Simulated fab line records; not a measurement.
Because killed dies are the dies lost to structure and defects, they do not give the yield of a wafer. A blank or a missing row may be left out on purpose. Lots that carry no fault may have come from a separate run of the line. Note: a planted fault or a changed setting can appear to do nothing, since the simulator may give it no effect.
Comparing a struck lot with a sound one + flow n5_finfet + 34 out of 1938 route steps
Sound: these wafers, L313.1, L313.3, L313.6. Struck: wafers L316.1, L316.3, L316.4. The cause comes at the end.
Order at every step that has rows: each side's tool, ch and its chambers, its first start. Under that, the readings that differ: sound wafers + struck wafers + difference of the means + sigmas: that difference in standard deviations of wafers without a fault.
alike: a reading whose means differ by less than 2 such deviations, as well as words and numbers matching on both sides. not compared: withheld readings; readings where some wafer has no value; bounds like >300 that might hide an equal value; numbers whose values overlap and for which the record gives no deviation.
Wherever a step has rows on one side only, a row that says differs or no value, or a row with sigmas, the two part there. Numbers that have no deviation but don't overlap get no sigmas and don't part them. A reading that every wafer of one side lacks parts them only if that side has two wafers or more.

first, 12 steps without rows for these wafers: N5_BEOL_M0_ALD_136 (deposits TaN, pulse time 2 s, purge time 3 s, co reactant purge time 2 s); N5_BEOL_M0_SURFACE_TREAT_137; N5_BEOL_M0_CVD_115 (deposits Co from CCTBA/H2, time 120 s); N5_BEOL_M0_SPUTTER_116 (material Cu, target thk 4 nm, time 7.37 s); N5_BEOL_M0_ANNEAL_117 (time 60 s); N5_BEOL_M0_SPUTTER_132 (material Cu, target thk 4 nm, time 7.37 s); N5_BEOL_M0_ANNEAL_133 (time 60 s); N5_BEOL_M0_SPUTTER_134 (material Cu, target thk 4 nm, time 7.37 s); N5_BEOL_M0_ANNEAL_135 (time 60 s); N5_BEOL_M0_SPUTTER_141 (material Cu, target thk 4 nm, time 7.37 s); N5_BEOL_M0_ECD_118 (material Cu, target thk 300 nm); N5_BEOL_M0_ANNEAL_119 (time 90 s).
N5_BEOL_M0_CMP_120: polishes, stops on SiOC, t overpolish 6.9 s.
  sound on cmp-03 ch 0,1,3, day 7 14:26; struck on cmp-03 ch 0,1,2, day 8 12:20
  alike: barrier_field_endpoint_s, motor_current_A, overpolish_run_s, slurry_filter_dp_kPa, time_to_endpoint_s
  not compared: pad_life_wafers
then, 4 steps without rows for these wafers: N5_BEOL_M0_PRE_CLEAN_131 (time 15 s); N5_BEOL_M0_CO_CAP_123 (material Co, precursor CCTBA/H2, target thk 2 nm, time 102.1 s); N5_BEOL_M0_PRE_CLEAN_124 (time 15 s); N5_BEOL_M0_DEP_125 (deposits SiCN from 3MS/NH3, target thk 8 nm, time 14 s).
N5_BEOL_M0_INSPECT_127: inspects for defects (darkfield).
  struck on defect_inspect-02, day 8 12:55; sound on defect_inspect-02, day 7 14:59
| reading          | sound    | struck      | difference | sigmas |
|------------------|----------|-------------|------------|--------|
| raw_defect_count | 68 87 72 | 439 413 455 | +360       | +16    |
then, 12 steps without rows for these wafers: N5_BEOL_M1_ILD_DEP_00 (deposits SiOC from DEMS/O2, target thk 79 nm, time 15.3 s); N5_BEOL_M1_PECVD_72 (deposits SiO2 from TEOS/O2, target thk 16 nm, time 18 s); N5_BEOL_M1_HM_DEP_02 (deposits TiN, target thk 20 nm); N5_BEOL_M1_COAT_61 (time 60 s, resist thk 60 nm); N5_BEOL_M1_COAT_62 (time 60 s, resist thk 12 nm); N5_BEOL_M1_COAT_73 (time 60 s, resist thk 5 nm); N5_BEOL_M1_COAT_05 (resist thk 30 nm); N5_BEOL_M1_EBR_07; N5_BEOL_M1_SOFTBAKE_06 (time 60 s); N5_BEOL_M1_EXPOSE_08 (exposes mask M1); N5_BEOL_M1_PEB_09 (peb time 60 s); N5_BEOL_M1_DEVELOP_10 (develop time 30 s).
N5_BEOL_M1_INSPECT_13: inspects for defects (brightfield).
  struck on defect_inspect-01, day 8 14:14; sound on defect_inspect-02, day 7 17:34
| reading          | sound       | struck      | difference | sigmas |
|------------------|-------------|-------------|------------|--------|
| raw_defect_count | 364 271 339 | 787 890 832 | +512       | +6     |
then, 1 step without rows for these wafers: N5_BEOL_M1_DESCUM_16 (chemistry O2, time 7 s).
N5_BEOL_M4_RC_MEAS_101:
  sound on prober-02 ch 0, day 9 06:01; struck on prober-01 ch 0, day 10 07:11
  alike: DIBL_N, DIBL_P, IOFF_N, IOFF_P, ION_N, ION_P, SS_N, SS_P, VT_N, VT_P
-- the record jumps here: 4 days lie between the struck wafers' starts before and after (it left off in module BEOL_M4 and takes up again in module PASSIVATION, whose first step shown is number 1936 of the route) --
N5_PASSIVATION_PROBE_49:
  struck on prober-02, day 14 14:40; sound on prober-02, day 13 15:32
| reading                  | sound          | struck         | difference | sigmas |
|--------------------------|----------------|----------------|------------|--------|
| defect_limited_yield (%) | 90.8 88.6 89.1 | 66.3 68.1 70.1 | -21.3      | -14    |
| killed_at_M0_to_M3       | 35 53 57       | 334 318 293    | +267       | +28    |
| killed_dies              | 109 135 129    | 398 376 353    | +251       | +15    |
| killed_on_rim            | 22 14 19       | 55 55 36       | +30        | +7     |
| killed_open              | 75 89 83       | 63 56 46       | -27        | -2     |
| sort_bin_5_function (%)  | 5.8 6.1 6.1    | 20.3 19.1 18.1 | +13.2      | +13    |
| sort_bin_6_memory (%)    | 3.1 4.9 4.2    | 11.4 10.8 9.7  | +6.6       | +9     |
| sort_n_pass              | 1071 1045 1051 | 782 804 827    | -251       | -15    |
| sort_yield_pct (%)       | 90.8 88.6 89.1 | 66.3 68.1 70.1 | -21.3      | -14    |
  alike: killed_at_M4_up, killed_at_contacts, killed_at_front_end, killed_at_other, killed_short

WHERE THEY PART
First at N5_BEOL_M0_INSPECT_127; last, within this record, at N5_PASSIVATION_PROBE_49.

WHY: the cause the simulator had injected
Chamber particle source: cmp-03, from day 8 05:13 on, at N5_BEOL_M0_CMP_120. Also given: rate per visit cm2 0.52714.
